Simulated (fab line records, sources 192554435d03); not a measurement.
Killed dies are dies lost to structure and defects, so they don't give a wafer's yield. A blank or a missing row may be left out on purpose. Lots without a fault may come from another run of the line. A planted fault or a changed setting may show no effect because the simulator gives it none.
Chamber matching | flow n5_finfet | N5_PMOS_HMC_CHANNEL_EPI_CMP_21 on cmp-04: 4 sister chambers
The step polishes SiGe30, target thk 54 nm. 7 wafers are shown with their chamber, then 10 later ones without.

WAFERS WITH THEIR CHAMBER
wafer  | chamber | motor_current_A (A)
L084.4 | 0       | 10.8
L086.2 | 3       | 11.8
L086.6 | 1       | 11.4
L091.2 | 3       | 12.7
L091.6 | 2       | 13.0
L093.1 | 0       | 11.8
L093.2 | 2       | 13.6

WAFERS WITHOUT THEIR CHAMBER
wafer  | motor_current_A (A)
L093.5 | 11.5
L094.1 | 10.6
L094.5 | 12.0
L094.6 | 11.8
L095.1 | 12.5
L095.3 | 11.3
L095.4 | 13.3
L096.1 | 12.1
L096.3 | 13.8
L096.4 | 10.7

WHICH CHAMBER EACH WENT THROUGH
wafer  | from the rows above               | in truth
L093.5 | can't be placed: 1 or 0 or 3      | 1
L094.1 | can't be placed: 0 or 1 or 3      | 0
L094.5 | can't be placed: 3 or 1 or 0 or 2 | 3
L094.6 | can't be placed: 1 or 3 or 0 or 2 | 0
L095.1 | can't be placed: 3 or 2 or 1 or 0 | 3
L095.3 | can't be placed: 0 or 1 or 3      | 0
L095.4 | can't be placed: 2 or 3           | 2
L096.1 | can't be placed: 3 or 1 or 0 or 2 | 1
L096.3 | can't be placed: 2 or 3           | 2
L096.4 | can't be placed: 0 or 1 or 3      | 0
Placed correctly: 0 of 10. Can't be placed from these rows: 10 (the true chamber is among the candidates in 10). Placed wrongly: 0.
How it was worked out, from the rows above alone: a wafer's distance from a chamber is the root of the sum, over the readings, of the square of ((its reading less the chamber's mean) divided by the reading's scatter). The wafer belongs to the nearest chamber; if the next one is less than 2 further off, it can't be placed. A chamber's mean is the mean of its shown wafers. The scatter: the root of (the sum of the squares of (reading less its chamber's mean) over the shown wafers, divided by (wafers less chambers)).
